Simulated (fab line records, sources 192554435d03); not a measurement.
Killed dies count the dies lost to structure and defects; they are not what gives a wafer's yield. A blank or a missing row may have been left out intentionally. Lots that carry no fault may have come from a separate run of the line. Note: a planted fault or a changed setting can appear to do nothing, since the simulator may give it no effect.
Which of the tools did it? / flow n5 finfet / 22 wafers from 8 lots sampled at 8 of the route's 1938 steps

WHAT THE GAUGES SHOWED, per wafer
N5_BEOL_M0_SAQP_INSPECT_16: inspects for defects (brightfield).
lot=L107; measured=day 6 11:18; on=defect inspect-02; raw defect count=700 474 510
lot=L108; measured=day 6 18:24; on=defect inspect-02; raw defect count=435 262 582
lot=L109; measured=day 7 02:32; on=defect inspect-02; raw defect count=608 486
lot=L120; measured=day 9 16:53; on=defect inspect-02; raw defect count=483 742 646
lot=L122; measured=day 10 02:28; on=defect inspect-02; raw defect count=1677 1773 1641
lot=L124; measured=day 10 23:41; on=defect inspect-01; raw defect count=1927 2067 1929
lot=L125; measured=day 11 01:16; on=defect inspect-01; raw defect count=452 716 442
lot=L126; measured=day 11 06:52; on=defect inspect-02; raw defect count=632 501

N5_BEOL_M0_SAQP_INSPECT_42: inspects for defects (brightfield).
lot=L107; measured=day 6 15:37; on=defect inspect-02; raw defect count=596 348 256
lot=L108; measured=day 6 22:21; on=defect inspect-02; raw defect count=301 203 380
lot=L109; measured=day 7 07:28; on=defect inspect-01; raw defect count=421 350
lot=L120; measured=day 9 20:41; on=defect inspect-02; raw defect count=303 344 371
lot=L122; measured=day 10 06:59; on=defect inspect-01; raw defect count=1579 1623 1514
lot=L124; measured=day 11 03:45; on=defect inspect-02; raw defect count=1739 1796 1910
lot=L125; measured=day 11 05:20; on=defect inspect-01; raw defect count=212 413 229
lot=L126; measured=day 11 10:51; on=defect inspect-01; raw defect count=399 271

N5_BEOL_M0_CUTY_INSPECT_59: inspects for defects (macro).
lot=L107; measured=day 6 16:53; on=defect inspect-01; raw defect count=5 3 2
lot=L108; measured=day 7 00:11; on=defect inspect-02; raw defect count=2 3 0
lot=L109; measured=day 7 09:09; on=defect inspect-01; raw defect count=4 0
lot=L120; measured=day 9 21:57; on=defect inspect-01; raw defect count=0 2 1
lot=L122; measured=day 10 08:31; on=defect inspect-02; raw defect count=>300 >300 >300
lot=L124; measured=day 11 05:28; on=defect inspect-02; raw defect count=>300 >300 >300
lot=L125; measured=day 11 06:56; on=defect inspect-01; raw defect count=0 1 3
lot=L126; measured=day 11 12:07; on=defect inspect-01; raw defect count=2 2

N5_BEOL_M4_RC_MEAS_101.
lot=L107; measured=day 9 07:46; on=prober-01; DIBL_N (mV/V)=33.9 34.9 34.1; DIBL_P (mV/V)=34.8 35.9 35.4; IOFF_N (nA/um)=0.122 0.143 0.125; IOFF_P (nA/um)=0.16 0.17 0.16; ION_N (uA/um)=670 674 665; ION_P (uA/um)=457 452 459; SS_N (mV/dec)=70.9 70.7 71.5; SS_P (mV/dec)=72.9 73.0 72.6; VT_N (mV)=250 251 251; VT_P (mV)=-254 -252 -256
lot=L108; measured=day 9 10:22; on=prober-02; DIBL_N (mV/V)=36.1 36.7 36.1; DIBL_P (mV/V)=34.1 34.2 35.3; IOFF_N (nA/um)=0.143 0.153 0.155; IOFF_P (nA/um)=0.20 0.20 0.22; ION_N (uA/um)=678 659 664; ION_P (uA/um)=465 449 461; SS_N (mV/dec)=71.3 71.6 70.4; SS_P (mV/dec)=73.3 73.1 73.9; VT_N (mV)=251 249 248; VT_P (mV)=-249 -247 -247
lot=L109; measured=day 10 03:01; on=prober-02; DIBL_N (mV/V)=36.8 37.5; DIBL_P (mV/V)=38.6 38.5; IOFF_N (nA/um)=0.155 0.170; IOFF_P (nA/um)=0.19 0.20; ION_N (uA/um)=678 676; ION_P (uA/um)=459 463; SS_N (mV/dec)=71.0 70.9; SS_P (mV/dec)=73.4 73.9; VT_N (mV)=252 251; VT_P (mV)=-252 -254
lot=L120; measured=day 12 20:54; on=prober-01; DIBL_N (mV/V)=34.6 36.3 35.0; DIBL_P (mV/V)=35.8 37.8 36.7; IOFF_N (nA/um)=0.160 0.185 0.175; IOFF_P (nA/um)=0.20 0.24 0.22; ION_N (uA/um)=672 692 701; ION_P (uA/um)=456 470 472; SS_N (mV/dec)=71.6 71.3 71.0; SS_P (mV/dec)=73.2 73.8 73.5; VT_N (mV)=247 245 246; VT_P (mV)=-250 -250 -250
lot=L122; measured=day 12 21:50; on=prober-02; DIBL_N (mV/V)=36.3 36.0 35.3; DIBL_P (mV/V)=38.6 39.4 37.1; IOFF_N (nA/um)=0.179 0.177 0.159; IOFF_P (nA/um)=0.24 0.26 0.22; ION_N (uA/um)=677 689 683; ION_P (uA/um)=463 477 462; SS_N (mV/dec)=71.6 71.5 71.4; SS_P (mV/dec)=73.8 73.7 73.4; VT_N (mV)=247 248 251; VT_P (mV)=-249 -248 -249
lot=L124; measured=day 13 12:31; on=prober-02; DIBL_N (mV/V)=33.7 33.9 34.5; DIBL_P (mV/V)=34.6 34.2 34.7; IOFF_N (nA/um)=0.135 0.133 0.145; IOFF_P (nA/um)=0.20 0.19 0.20; ION_N (uA/um)=662 664 653; ION_P (uA/um)=465 455 455; SS_N (mV/dec)=71.3 71.8 71.4; SS_P (mV/dec)=72.6 73.0 73.2; VT_N (mV)=251 253 254; VT_P (mV)=-249 -251 -252
lot=L125; measured=day 13 15:20; on=prober-01; DIBL_N (mV/V)=36.0 35.9 35.4; DIBL_P (mV/V)=35.4 35.9 35.1; IOFF_N (nA/um)=0.146 0.154 0.144; IOFF_P (nA/um)=0.22 0.23 0.21; ION_N (uA/um)=676 678 693; ION_P (uA/um)=467 466 468; SS_N (mV/dec)=71.5 71.8 71.3; SS_P (mV/dec)=73.1 73.0 72.4; VT_N (mV)=251 246 251; VT_P (mV)=-249 -248 -248
lot=L126; measured=day 14 09:00; on=prober-02; DIBL_N (mV/V)=35.6 35.0; DIBL_P (mV/V)=35.7 34.9; IOFF_N (nA/um)=0.151 0.137; IOFF_P (nA/um)=0.21 0.19; ION_N (uA/um)=666 675; ION_P (uA/um)=465 472; SS_N (mV/dec)=71.9 71.3; SS_P (mV/dec)=73.4 72.8; VT_N (mV)=251 256; VT_P (mV)=-251 -253

WHAT TOOL EACH LOT RAN ON (gives the tool, then ch and the chambers of the sampled wafers, and finally the start)
lot=L107; N5_MOL_CONTACT_COAG_ETCH_124=rie diel-02 ch 0,2,3, day 6 03:38; N5_MOL_CONTACT_COAG_CMP_52=cmp-03 ch 2,3, day 6 04:26; N5_BEOL_M0_SAQP_PECVD_00=pecvd-03 ch 0,1,2, day 6 08:07; N5_BEOL_M0_SAQP_PECVD_03=pecvd-04 ch 0,1, day 6 10:33
lot=L108; N5_MOL_CONTACT_COAG_ETCH_124=rie diel-04 ch 2,3, day 6 12:14; N5_MOL_CONTACT_COAG_CMP_52=cmp-04 ch 1,3, day 6 13:07; N5_BEOL_M0_SAQP_PECVD_00=pecvd-02 ch 0,1,2, day 6 16:47; N5_BEOL_M0_SAQP_PECVD_03=pecvd-04 ch 0,1,2, day 6 17:47
lot=L109; N5_MOL_CONTACT_COAG_ETCH_124=rie diel-04 ch 0,3, day 6 20:48; N5_MOL_CONTACT_COAG_CMP_52=cmp-01 ch 1,2, day 6 21:43; N5_BEOL_M0_SAQP_PECVD_00=pecvd-03 ch 0,2, day 7 01:15; N5_BEOL_M0_SAQP_PECVD_03=pecvd-02 ch 0,1, day 7 01:48
lot=L120; N5_MOL_CONTACT_COAG_ETCH_124=rie diel-02 ch 0,1,3, day 9 09:44; N5_MOL_CONTACT_COAG_CMP_52=cmp-04 ch 0,3, day 9 10:38; N5_BEOL_M0_SAQP_PECVD_00=pecvd-02 ch 0,1, day 9 14:29; N5_BEOL_M0_SAQP_PECVD_03=pecvd-03 ch 1,2, day 9 16:07
lot=L122; N5_MOL_CONTACT_COAG_ETCH_124=rie diel-03 ch 0,3, day 9 19:20; N5_MOL_CONTACT_COAG_CMP_52=cmp-01 ch 1,2, day 9 20:07; N5_BEOL_M0_SAQP_PECVD_00=pecvd-03 ch 0,1,2, day 9 23:49; N5_BEOL_M0_SAQP_PECVD_03=pecvd-04 ch 0,1, day 10 01:43
lot=L124; N5_MOL_CONTACT_COAG_ETCH_124=rie diel-04 ch 0,1,3, day 10 12:44; N5_MOL_CONTACT_COAG_CMP_52=cmp-03 ch 0,3, day 10 14:06; N5_BEOL_M0_SAQP_PECVD_00=pecvd-02 ch 0,2, day 10 20:32; N5_BEOL_M0_SAQP_PECVD_03=pecvd-04 ch 0,1, day 10 22:55
lot=L125; N5_MOL_CONTACT_COAG_ETCH_124=rie diel-02 ch 1,3, day 10 19:22; N5_MOL_CONTACT_COAG_CMP_52=cmp-03 ch 0,1,3, day 10 20:08; N5_BEOL_M0_SAQP_PECVD_00=pecvd-02 ch 0,1, day 10 23:49; N5_BEOL_M0_SAQP_PECVD_03=pecvd-03 ch 1,2, day 11 00:31
lot=L126; N5_MOL_CONTACT_COAG_ETCH_124=rie diel-02 ch 2,3, day 11 00:19; N5_MOL_CONTACT_COAG_CMP_52=cmp-03 ch 1,2, day 11 01:10; N5_BEOL_M0_SAQP_PECVD_00=pecvd-02 ch 0, day 11 04:47; N5_BEOL_M0_SAQP_PECVD_03=pecvd-03 ch 1,2, day 11 06:07
- N5_MOL_CONTACT_COAG_ETCH_124: etches SiNx in CH3F/O2, stops on SiOC, target depth 6.5 nm.
- N5_MOL_CONTACT_COAG_CMP_52: polishes, stops on SiO2, t overpolish 1.5 s, target thk 66.5 nm.
- N5_BEOL_M0_SAQP_PECVD_00: deposits SiCN from 3MS/NH3, target thk 8 nm, time 14 s.
- N5_BEOL_M0_SAQP_PECVD_03: deposits SiCN from 3MS/NH3, target thk 12 nm, time 21.1 s.

AS READ BY THE TOOLS THEMSELVES (means over the sampled wafers that have a number; for cases with no such wafer, the mark the record gives instead)
N5_MOL_CONTACT_COAG_ETCH_124.
lot=L107; tool=rie diel-02; drypump motor current A (A)=5.2; oes_ar_750_au (a.u.)=0.85; oes product au (a.u.)=0.73; rf fwd power W (W)=393.6; rf vpp V (V)=299; showerhead plenum p Torr (Torr)=2.00; throttle valve pct (%)=16.32
lot=L108; tool=rie diel-04; drypump motor current A (A)=5.5; oes_ar_750_au (a.u.)=0.70; oes product au (a.u.)=0.60; rf fwd power W (W)=391.7; rf vpp V (V)=298; showerhead plenum p Torr (Torr)=1.97; throttle valve pct (%)=16.45
lot=L109; tool=rie diel-04; drypump motor current A (A)=5.6; oes_ar_750_au (a.u.)=0.69; oes product au (a.u.)=0.59; rf fwd power W (W)=390.1; rf vpp V (V)=300; showerhead plenum p Torr (Torr)=1.96; throttle valve pct (%)=16.45
lot=L120; tool=rie diel-02; drypump motor current A (A)=5.6; oes_ar_750_au (a.u.)=0.84; oes product au (a.u.)=0.73; rf fwd power W (W)=392.1; rf vpp V (V)=300; showerhead plenum p Torr (Torr)=1.99; throttle valve pct (%)=16.22
lot=L122; tool=rie diel-03; drypump motor current A (A)=5.5; oes_ar_750_au (a.u.)=0.79; oes product au (a.u.)=0.66; rf fwd power W (W)=391.7; rf vpp V (V)=298; showerhead plenum p Torr (Torr)=2.04; throttle valve pct (%)=16.43
lot=L124; tool=rie diel-04; drypump motor current A (A)=5.7; oes_ar_750_au (a.u.)=0.84; oes product au (a.u.)=0.72; rf fwd power W (W)=390.8; rf vpp V (V)=302; showerhead plenum p Torr (Torr)=1.99; throttle valve pct (%)=16.25
lot=L125; tool=rie diel-02; drypump motor current A (A)=5.7; oes_ar_750_au (a.u.)=0.88; oes product au (a.u.)=0.76; rf fwd power W (W)=391.9; rf vpp V (V)=302; showerhead plenum p Torr (Torr)=2.07; throttle valve pct (%)=16.00
lot=L126; tool=rie diel-02; drypump motor current A (A)=5.2; oes_ar_750_au (a.u.)=0.83; oes product au (a.u.)=0.71; rf fwd power W (W)=392.9; rf vpp V (V)=299; showerhead plenum p Torr (Torr)=2.02; throttle valve pct (%)=16.16

N5_MOL_CONTACT_COAG_CMP_52.
lot=L107; tool=cmp-03; motor current A (A)=11.6; overpolish run s (s)=1.496; time to endpoint s (s)=12.5
lot=L108; tool=cmp-04; motor current A (A)=12.6; overpolish run s (s)=1.500; time to endpoint s (s)=12.2
lot=L109; tool=cmp-01; motor current A (A)=10.6; overpolish run s (s)=1.491; time to endpoint s (s)=15.8
lot=L120; tool=cmp-04; motor current A (A)=12.6; overpolish run s (s)=1.510; time to endpoint s (s)=14.3
lot=L122; tool=cmp-01; motor current A (A)=10.5; overpolish run s (s)=1.501; time to endpoint s (s)=13.4
lot=L124; tool=cmp-03; motor current A (A)=10.4; overpolish run s (s)=1.500; time to endpoint s (s)=16.0
lot=L125; tool=cmp-03; motor current A (A)=11.6; overpolish run s (s)=1.505; time to endpoint s (s)=13.5
lot=L126; tool=cmp-03; motor current A (A)=13.8; overpolish run s (s)=1.496; time to endpoint s (s)=14.4

N5_BEOL_M0_SAQP_PECVD_00.
lot=L107; tool=pecvd-03; chamber pressure Torr (Torr)=2.999; rf fwd power W (W)=198.9; showerhead plenum p Torr (Torr)=3.669; throttle valve pct (%)=8.8
lot=L108; tool=pecvd-02; chamber pressure Torr (Torr)=3.004; rf fwd power W (W)=197.9; showerhead plenum p Torr (Torr)=3.672; throttle valve pct (%)=9.5
lot=L109; tool=pecvd-03; chamber pressure Torr (Torr)=2.992; rf fwd power W (W)=197.4; showerhead plenum p Torr (Torr)=3.657; throttle valve pct (%)=8.7
lot=L120; tool=pecvd-02; chamber pressure Torr (Torr)=2.998; rf fwd power W (W)=197.8; showerhead plenum p Torr (Torr)=3.675; throttle valve pct (%)=9.3
lot=L122; tool=pecvd-03; chamber pressure Torr (Torr)=3.002; rf fwd power W (W)=198.8; showerhead plenum p Torr (Torr)=3.669; throttle valve pct (%)=8.9
lot=L124; tool=pecvd-02; chamber pressure Torr (Torr)=2.996; rf fwd power W (W)=197.4; showerhead plenum p Torr (Torr)=3.664; throttle valve pct (%)=9.6
lot=L125; tool=pecvd-02; chamber pressure Torr (Torr)=3.000; rf fwd power W (W)=197.9; showerhead plenum p Torr (Torr)=3.674; throttle valve pct (%)=9.3
lot=L126; tool=pecvd-02; chamber pressure Torr (Torr)=2.995; rf fwd power W (W)=196.8; showerhead plenum p Torr (Torr)=3.673; throttle valve pct (%)=10.1

N5_BEOL_M0_SAQP_PECVD_03.
lot=L107; tool=pecvd-04; chamber pressure Torr (Torr)=2.996; rf fwd power W (W)=199.7; showerhead plenum p Torr (Torr)=3.660; throttle valve pct (%)=8.9
lot=L108; tool=pecvd-04; chamber pressure Torr (Torr)=2.998; rf fwd power W (W)=199.9; showerhead plenum p Torr (Torr)=3.648; throttle valve pct (%)=9.1
lot=L109; tool=pecvd-02; chamber pressure Torr (Torr)=2.998; rf fwd power W (W)=198.2; showerhead plenum p Torr (Torr)=3.669; throttle valve pct (%)=9.4
lot=L120; tool=pecvd-03; chamber pressure Torr (Torr)=2.992; rf fwd power W (W)=199.2; showerhead plenum p Torr (Torr)=3.683; throttle valve pct (%)=8.7
lot=L122; tool=pecvd-04; chamber pressure Torr (Torr)=2.999; rf fwd power W (W)=199.4; showerhead plenum p Torr (Torr)=3.660; throttle valve pct (%)=8.8
lot=L124; tool=pecvd-04; chamber pressure Torr (Torr)=3.002; rf fwd power W (W)=199.6; showerhead plenum p Torr (Torr)=3.661; throttle valve pct (%)=8.6
lot=L125; tool=pecvd-03; chamber pressure Torr (Torr)=2.997; rf fwd power W (W)=199.1; showerhead plenum p Torr (Torr)=3.668; throttle valve pct (%)=8.6
lot=L126; tool=pecvd-03; chamber pressure Torr (Torr)=3.008; rf fwd power W (W)=198.6; showerhead plenum p Torr (Torr)=3.672; throttle valve pct (%)=8.7

THE ANSWER, worked out from the rows above alone
Rule: what is usual is taken from the lots themselves. Put in order of their means at a reading, lots are off if they are a third of the lots or fewer, leave a main group of 4 or more, and stand apart from it by a gap of 3 or more times the standard deviation of the main group's means; of several such gaps the widest counts. The tables above print the reading to a certain number of digits; a main group whose means all agree to those digits is not used. A lot without any number at a reading at which 4 lots or more have one is off too. The other lots that the step has rows for count as sound. First the gauges in route order, then the tools' own readings, where a lot's mean is used as printed above. At the first step where some lot is off, the reading lying furthest off is the one used; lots without a number count as furthest.
Off: L122, L124, at N5_BEOL_M0_SAQP_INSPECT_16 (raw defect count). The main group has a mean of 544 with a standard deviation of 59.
If a tool, at a process step before that reading, ran all the lots that are off and no sound lot after the first of them, it fits. Gauges at N5_BEOL_M0_SAQP_INSPECT_16: tried the same way as those tools. One fits: N5_BEOL_M0_SAQP_PECVD_03 on pecvd-04. A fault onset in the window from L108 (day 6 17:47, its last sound lot) to L122 (day 10 01:43, its first lot off) fits.

WHAT THE SIMULATOR HAD INSERTED
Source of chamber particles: pecvd-04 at N5_BEOL_M0_SAQP_PECVD_03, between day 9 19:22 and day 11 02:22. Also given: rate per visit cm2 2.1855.
Shown lots that were struck: L122, L124. The same result came from the rule above.
